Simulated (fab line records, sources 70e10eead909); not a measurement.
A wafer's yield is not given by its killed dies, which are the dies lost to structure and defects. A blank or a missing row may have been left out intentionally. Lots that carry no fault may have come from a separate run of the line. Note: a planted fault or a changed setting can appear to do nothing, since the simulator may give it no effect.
Which tool was responsible? :: flow nandHarc :: 12 lots, 36 wafers sampled, at 5 steps of a route of 1302

== WHAT THE GAUGES SHOWED, per wafer ==
NHARC_HYBRID_BOND_INSPECT_06: inspects for defects (ir void). Usual: rawDefectCount 92, standard deviation 39.
lot: L237
measured: day 25 06:13
on: defectInspect-02
rawDefectCount: 93 87 102
flag: 

lot: L240
measured: day 25 06:14
on: defectInspect-01
rawDefectCount: 122 134 130
flag: 

lot: L244
measured: day 27 15:26
on: defectInspect-01
rawDefectCount: 138 137 148
flag: 

lot: L253
measured: day 30 19:12
on: defectInspect-02
rawDefectCount: 27 29 30
flag: 

lot: L254
measured: day 31 15:17
on: defectInspect-01
rawDefectCount: 45 42 45
flag: 

lot: L255
measured: day 31 15:16
on: defectInspect-02
rawDefectCount: 159 144 143
flag: 

lot: L257
measured: day 32 09:05
on: defectInspect-01
rawDefectCount: 71 77 66
flag: 

lot: L256
measured: day 32 09:07
on: defectInspect-01
rawDefectCount: 103 91 109
flag: 

lot: L259
measured: day 33 15:00
on: defectInspect-01
rawDefectCount: 142 154 127
flag: 

lot: L258
measured: day 33 18:45
on: defectInspect-02
rawDefectCount: 45 48 54
flag: 

NHARC_END_SORT_01. Usual: defectLimitedYield 91.4 %, standard deviation 2.7; killedAtArray 53, standard deviation 18; killedAtOther 0.8, standard deviation 1.1; killedAtPeriphery 4.1, standard deviation 2.7; killedDies 58, standard deviation 18; killedOpen 3.1, standard deviation 1.7; killedShort 2.7, standard deviation 1.7; sort_bin_2_pct 3.0 %, standard deviation 1.2; sort_bin_3_pct 0.6 %, standard deviation 0.37; sort_bin_4_pct 4.9 %, standard deviation 1.5; sortNPass 619, standard deviation 18; sortRimYieldPct 91 %, standard deviation 4.1; sortYieldPct 91.4 %, standard deviation 2.7.
lot: L237
measured: day 26 00:04
on: prober-01
defectLimitedYield (%): 88.8 94.5 90.1
killedAtArray: 67 35 62
killedAtOther: 0 1 1
killedAtPeriphery: 9 1 4
killedDies: 76 37 67
killedOpen: 1 2 4
killedShort: 2 1 0
sort_bin_2_pct (%): 4.7 3.1 4.3
sort_bin_3_pct (%): 0.6 0.3 0.9
sort_bin_4_pct (%): 5.9 2.1 4.7
sortNPass: 601 640 610
sortRimYieldPct (%): 93 84 91
sortYieldPct (%): 88.8 94.5 90.1
flag: 

lot: L240
measured: day 26 07:50
on: prober-01
defectLimitedYield (%): 92.5 88.0 93.2
killedAtArray: 40 69 39
killedAtOther: 0 1 2
killedAtPeriphery: 11 11 5
killedDies: 51 81 46
killedOpen: 4 1 2
killedShort: 3 0 1
sort_bin_2_pct (%): 3.0 3.8 2.8
sort_bin_3_pct (%): 0.7 1.3 0.7
sort_bin_4_pct (%): 3.8 6.8 3.2
sortNPass: 626 596 631
sortRimYieldPct (%): 88 97 88
sortYieldPct (%): 92.5 88.0 93.2
flag: 

lot: L243
measured: day 28 03:37
on: prober-02
defectLimitedYield (%): 0 0 0
killedAtArray: 674 667 671
killedAtOther: 0 1 1
killedAtPeriphery: 3 9 5
killedDies: 677 677 677
killedOpen: 1 4 2
killedShort: 4 2 1
sort_bin_2_pct (%): 95.9 96.5 97.5
sort_bin_3_pct (%): 0.1 0.1 0.1
sort_bin_4_pct (%): 4.0 3.4 2.4
sortNPass: 0 0 0
sortRimYieldPct (%): 0 0 0
sortYieldPct (%): 0 0 0
flag: OFF

lot: L244
measured: day 28 10:03
on: prober-01
defectLimitedYield (%): 85.5 88.3 90.0
killedAtArray: 96 74 66
killedAtOther: 0 0 0
killedAtPeriphery: 2 5 2
killedDies: 98 79 68
killedOpen: 3 4 2
killedShort: 3 4 6
sort_bin_2_pct (%): 4.3 4.0 3.5
sort_bin_3_pct (%): 0.7 0.9 1.0
sort_bin_4_pct (%): 9.5 6.8 5.5
sortNPass: 579 598 609
sortRimYieldPct (%): 90 90 87
sortYieldPct (%): 85.5 88.3 90.0
flag: 

lot: L246
measured: day 28 19:38
on: prober-02
defectLimitedYield (%): 0 0 0
killedAtArray: 671 673 675
killedAtOther: 1 1 1
killedAtPeriphery: 5 3 1
killedDies: 677 677 677
killedOpen: 5 3 1
killedShort: 5 5 2
sort_bin_2_pct (%): 93.6 93.5 93.5
sort_bin_3_pct (%): 0.9 0.1 0.6
sort_bin_4_pct (%): 5.5 6.4 5.9
sortNPass: 0 0 0
sortRimYieldPct (%): 0 0 0
sortYieldPct (%): 0 0 0
flag: OFF

lot: L253
measured: day 31 13:26
on: prober-02
defectLimitedYield (%): 95.1 95.4 95.9
killedAtArray: 26 30 23
killedAtOther: 5 0 5
killedAtPeriphery: 2 1 0
killedDies: 33 31 28
killedOpen: 4 2 1
killedShort: 3 7 3
sort_bin_2_pct (%): 2.1 1.5 2.1
sort_bin_3_pct (%): 0 0 0.1
sort_bin_4_pct (%): 2.8 3.1 1.9
sortNPass: 644 646 649
sortRimYieldPct (%): 93 95 91
sortYieldPct (%): 95.1 95.4 95.9
flag: 

lot: L254
measured: day 32 19:56
on: prober-01
defectLimitedYield (%): 94.1 95.0 94.4
killedAtArray: 37 29 35
killedAtOther: 0 0 1
killedAtPeriphery: 3 5 2
killedDies: 40 34 38
killedOpen: 4 3 3
killedShort: 1 3 5
sort_bin_2_pct (%): 2.5 1.5 1.0
sort_bin_3_pct (%): 0 0.1 0.1
sort_bin_4_pct (%): 3.4 3.4 4.4
sortNPass: 637 643 639
sortRimYieldPct (%): 96 85 91
sortYieldPct (%): 94.1 95.0 94.4
flag: 

lot: L255
measured: day 32 08:52
on: prober-01
defectLimitedYield (%): 86.0 89.4 89.1
killedAtArray: 89 71 70
killedAtOther: 1 0 0
killedAtPeriphery: 5 1 4
killedDies: 95 72 74
killedOpen: 1 4 3
killedShort: 0 2 1
sort_bin_2_pct (%): 4.7 4.1 3.1
sort_bin_3_pct (%): 0.7 0.6 0.9
sort_bin_4_pct (%): 8.6 5.9 6.9
sortNPass: 582 605 603
sortRimYieldPct (%): 86 81 83
sortYieldPct (%): 86.0 89.4 89.1
flag: 

lot: L257
measured: day 33 02:50
on: prober-02
defectLimitedYield (%): 91.9 92.3 92.5
killedAtArray: 51 46 45
killedAtOther: 3 2 3
killedAtPeriphery: 1 4 3
killedDies: 55 52 51
killedOpen: 2 5 2
killedShort: 2 4 3
sort_bin_2_pct (%): 3.2 2.2 3.0
sort_bin_3_pct (%): 0.4 0.9 0.1
sort_bin_4_pct (%): 4.4 4.6 4.4
sortNPass: 622 625 626
sortRimYieldPct (%): 96 89 93
sortYieldPct (%): 91.9 92.3 92.5
flag: 

lot: L256
measured: day 33 02:47
on: prober-01
defectLimitedYield (%): 92.0 89.4 90.5
killedAtArray: 50 65 60
killedAtOther: 0 1 0
killedAtPeriphery: 4 6 4
killedDies: 54 72 64
killedOpen: 0 2 3
killedShort: 1 3 1
sort_bin_2_pct (%): 2.2 3.0 3.1
sort_bin_3_pct (%): 1.3 0.9 0.6
sort_bin_4_pct (%): 4.4 6.8 5.8
sortNPass: 623 605 613
sortRimYieldPct (%): 86 92 84
sortYieldPct (%): 92.0 89.4 90.5
flag: 

lot: L259
measured: day 34 09:50
on: prober-02
defectLimitedYield (%): 88.6 86.1 88.5
killedAtArray: 72 90 72
killedAtOther: 0 1 2
killedAtPeriphery: 5 3 4
killedDies: 77 94 78
killedOpen: 1 2 4
killedShort: 2 4 4
sort_bin_2_pct (%): 4.3 5.3 4.6
sort_bin_3_pct (%): 1.6 0.9 0.3
sort_bin_4_pct (%): 5.5 7.7 6.6
sortNPass: 600 583 599
sortRimYieldPct (%): 90 89 89
sortYieldPct (%): 88.6 86.1 88.5
flag: 

lot: L258
measured: day 34 13:45
on: prober-01
defectLimitedYield (%): 94.7 92.0 93.4
killedAtArray: 35 44 39
killedAtOther: 0 0 0
killedAtPeriphery: 1 10 6
killedDies: 36 54 45
killedOpen: 2 4 3
killedShort: 4 6 2
sort_bin_2_pct (%): 2.5 2.1 2.7
sort_bin_3_pct (%): 0 0 0.1
sort_bin_4_pct (%): 2.8 5.9 3.8
sortNPass: 641 623 632
sortRimYieldPct (%): 90 97 92
sortYieldPct (%): 94.7 92.0 93.4
flag: 

== WHAT TOOL EACH LOT RAN ON (gives the tool, then ch and the chambers of the sampled wafers, and finally the start) ==
lot: L237
NHARC_A_BONDPAD_PVD_27: pvdSputter-03, day 23 23:14
NHARC_A_BONDPAD_ANNEAL_28: rtpAnneal-02 ch 0, day 23 23:44
NHARC_THIN_TSV_CMP_21: cmp-03 ch 0,2,3, day 25 13:16

lot: L240
NHARC_A_BONDPAD_PVD_27: pvdSputter-02, day 24 20:13
NHARC_A_BONDPAD_ANNEAL_28: rtpAnneal-01 ch 0, day 24 20:43
NHARC_THIN_TSV_CMP_21: cmp-03 ch 0,1,3, day 25 17:16

lot: L243
NHARC_A_BONDPAD_PVD_27: pvdSputter-02, day 26 22:52
NHARC_A_BONDPAD_ANNEAL_28: rtpAnneal-02 ch 0, day 26 23:23
NHARC_THIN_TSV_CMP_21: -

lot: L244
NHARC_A_BONDPAD_PVD_27: pvdSputter-01, day 27 04:31
NHARC_A_BONDPAD_ANNEAL_28: rtpAnneal-01 ch 0, day 27 05:05
NHARC_THIN_TSV_CMP_21: cmp-02 ch 0,2,3, day 27 22:34

lot: L246
NHARC_A_BONDPAD_PVD_27: pvdSputter-02, day 27 13:46
NHARC_A_BONDPAD_ANNEAL_28: rtpAnneal-02 ch 0, day 27 14:17
NHARC_THIN_TSV_CMP_21: -

lot: L253
NHARC_A_BONDPAD_PVD_27: pvdSputter-02, day 30 07:38
NHARC_A_BONDPAD_ANNEAL_28: rtpAnneal-02 ch 0, day 30 08:10
NHARC_THIN_TSV_CMP_21: cmp-01 ch 0,2,3, day 31 02:39

lot: L254
NHARC_A_BONDPAD_PVD_27: pvdSputter-02, day 31 02:34
NHARC_A_BONDPAD_ANNEAL_28: rtpAnneal-01 ch 0, day 31 03:11
NHARC_THIN_TSV_CMP_21: cmp-01 ch 0,1,3, day 32 07:37

lot: L255
NHARC_A_BONDPAD_PVD_27: pvdSputter-03, day 31 02:59
NHARC_A_BONDPAD_ANNEAL_28: rtpAnneal-02 ch 0, day 31 03:32
NHARC_THIN_TSV_CMP_21: cmp-03 ch 0,1,3, day 31 22:17

lot: L257
NHARC_A_BONDPAD_PVD_27: pvdSputter-02, day 31 17:00
NHARC_A_BONDPAD_ANNEAL_28: rtpAnneal-01 ch 0, day 31 17:30
NHARC_THIN_TSV_CMP_21: cmp-02 ch 0,2,3, day 32 16:09

lot: L256
NHARC_A_BONDPAD_PVD_27: pvdSputter-02, day 31 18:19
NHARC_A_BONDPAD_ANNEAL_28: rtpAnneal-01 ch 0, day 31 18:51
NHARC_THIN_TSV_CMP_21: cmp-03 ch 1,2,3, day 32 17:26

lot: L259
NHARC_A_BONDPAD_PVD_27: pvdSputter-03, day 33 03:56
NHARC_A_BONDPAD_ANNEAL_28: rtpAnneal-02 ch 0, day 33 04:31
NHARC_THIN_TSV_CMP_21: cmp-03 ch 1,2, day 33 22:08

lot: L258
NHARC_A_BONDPAD_PVD_27: pvdSputter-03, day 33 07:29
NHARC_A_BONDPAD_ANNEAL_28: rtpAnneal-02 ch 0, day 33 08:02
NHARC_THIN_TSV_CMP_21: cmp-01 ch 0,3, day 34 02:01
- NHARC_A_BONDPAD_PVD_27: deposits Cu, target thk 30 nm, time 20.49 s.
- NHARC_A_BONDPAD_ANNEAL_28: time 90 s.
- NHARC_THIN_TSV_CMP_21: polishes, t overpolish 30 s, target thk 2000 nm.

== AS READ BY THE TOOLS THEMSELVES (means over the sampled wafers that have a number; for cases with no such wafer, the mark the record gives instead) ==
NHARC_A_BONDPAD_PVD_27. Usual: substrateTempC 29.99 C, standard deviation 0.11; throttleValvePct 29.8 %, standard deviation 1.
lot: L237
tool: pvdSputter-03
substrateTempC (C): 30.06
throttleValvePct (%): 29.7
flag: 

lot: L240
tool: pvdSputter-02
substrateTempC (C): 29.97
throttleValvePct (%): 29.2
flag: 

lot: L243
tool: pvdSputter-02
substrateTempC (C): 30.08
throttleValvePct (%): 28.7
flag: 

lot: L244
tool: pvdSputter-01
substrateTempC (C): 30.02
throttleValvePct (%): 30.6
flag: 

lot: L246
tool: pvdSputter-02
substrateTempC (C): 30.05
throttleValvePct (%): 29.8
flag: 

lot: L253
tool: pvdSputter-02
substrateTempC (C): 29.91
throttleValvePct (%): 29.3
flag: 

lot: L254
tool: pvdSputter-02
substrateTempC (C): 30.02
throttleValvePct (%): 29.3
flag: 

lot: L255
tool: pvdSputter-03
substrateTempC (C): 29.87
throttleValvePct (%): 29.2
flag: 

lot: L257
tool: pvdSputter-02
substrateTempC (C): 30.04
throttleValvePct (%): 30.0
flag: 

lot: L256
tool: pvdSputter-02
substrateTempC (C): 29.93
throttleValvePct (%): 29.3
flag: 

lot: L259
tool: pvdSputter-03
substrateTempC (C): 29.99
throttleValvePct (%): 28.6
flag: 

lot: L258
tool: pvdSputter-03
substrateTempC (C): 29.97
throttleValvePct (%): 28.2
flag: 

NHARC_A_BONDPAD_ANNEAL_28. Usual: annealTempC 225.00 C, standard deviation 0.18; wafer_temp_C_max 225.92, standard deviation 0.25.
lot: L237
tool: rtpAnneal-02
annealTempC (C): 225.19
wafer_temp_C_max: 225.86
flag: 

lot: L240
tool: rtpAnneal-01
annealTempC (C): 225.14
wafer_temp_C_max: 225.85
flag: 

lot: L243
tool: rtpAnneal-02
annealTempC (C): 225.01
wafer_temp_C_max: 225.75
flag: 

lot: L244
tool: rtpAnneal-01
annealTempC (C): 224.96
wafer_temp_C_max: 226.18
flag: 

lot: L246
tool: rtpAnneal-02
annealTempC (C): 225.23
wafer_temp_C_max: 225.57
flag: 

lot: L253
tool: rtpAnneal-02
annealTempC (C): 225.03
wafer_temp_C_max: 225.94
flag: 

lot: L254
tool: rtpAnneal-01
annealTempC (C): 224.97
wafer_temp_C_max: 225.92
flag: 

lot: L255
tool: rtpAnneal-02
annealTempC (C): 224.94
wafer_temp_C_max: 225.86
flag: 

lot: L257
tool: rtpAnneal-01
annealTempC (C): 225.31
wafer_temp_C_max: 225.92
flag: 

lot: L256
tool: rtpAnneal-01
annealTempC (C): 225.01
wafer_temp_C_max: 225.85
flag: 

lot: L259
tool: rtpAnneal-02
annealTempC (C): 225.15
wafer_temp_C_max: 226.01
flag: 

lot: L258
tool: rtpAnneal-02
annealTempC (C): 225.16
wafer_temp_C_max: 226.16
flag: 

NHARC_THIN_TSV_CMP_21. Usual: motorCurrentA 11.5 A, standard deviation 1.2; overpolishRunS 30.000 s, standard deviation 0.0097.
lot: L237
tool: cmp-03
motorCurrentA (A): 11.3
overpolishRunS (s): 29.998
flag: 

lot: L240
tool: cmp-03
motorCurrentA (A): 11.0
overpolishRunS (s): 30.007
flag: 

lot: L244
tool: cmp-02
motorCurrentA (A): 11.9
overpolishRunS (s): 29.997
flag: 

lot: L253
tool: cmp-01
motorCurrentA (A): 10.6
overpolishRunS (s): 30.003
flag: 

lot: L254
tool: cmp-01
motorCurrentA (A): 10.9
overpolishRunS (s): 30.002
flag: 

lot: L255
tool: cmp-03
motorCurrentA (A): 10.9
overpolishRunS (s): 29.997
flag: 

lot: L257
tool: cmp-02
motorCurrentA (A): 12.0
overpolishRunS (s): 29.994
flag: 

lot: L256
tool: cmp-03
motorCurrentA (A): 10.7
overpolishRunS (s): 30.003
flag: 

lot: L259
tool: cmp-03
motorCurrentA (A): 9.9
overpolishRunS (s): 29.988
flag: 

lot: L258
tool: cmp-01
motorCurrentA (A): 10.6
overpolishRunS (s): 30.003
flag: 

== THE ANSWER, worked out from the rows above alone ==
Rule: a lot counts as off when the mean over its wafers that have a number is more than 3 standard deviations away from the usual mean. A lot without any number at a reading at which 4 lots or more have one is off too. Where the step has rows for the other lots, those lots are counted as sound. Order of review: gauges by route order, followed by the tools' own readings, for which a lot's mean as printed above is used. The first step at which some lot is off is used, and at that step the reading that is off furthest; a lot without a number counts as furthest.
Off: L243, L246, at NHARC_END_SORT_01 (sort_bin_2_pct).
If a tool, at a process step before that reading, ran all the lots that are off and no sound lot after the first of them, it fits. Gauges at NHARC_END_SORT_01: tried the same way as those tools. Not one of the candidates tried fits.

== WHAT THE SIMULATOR HAD PUT IN ==
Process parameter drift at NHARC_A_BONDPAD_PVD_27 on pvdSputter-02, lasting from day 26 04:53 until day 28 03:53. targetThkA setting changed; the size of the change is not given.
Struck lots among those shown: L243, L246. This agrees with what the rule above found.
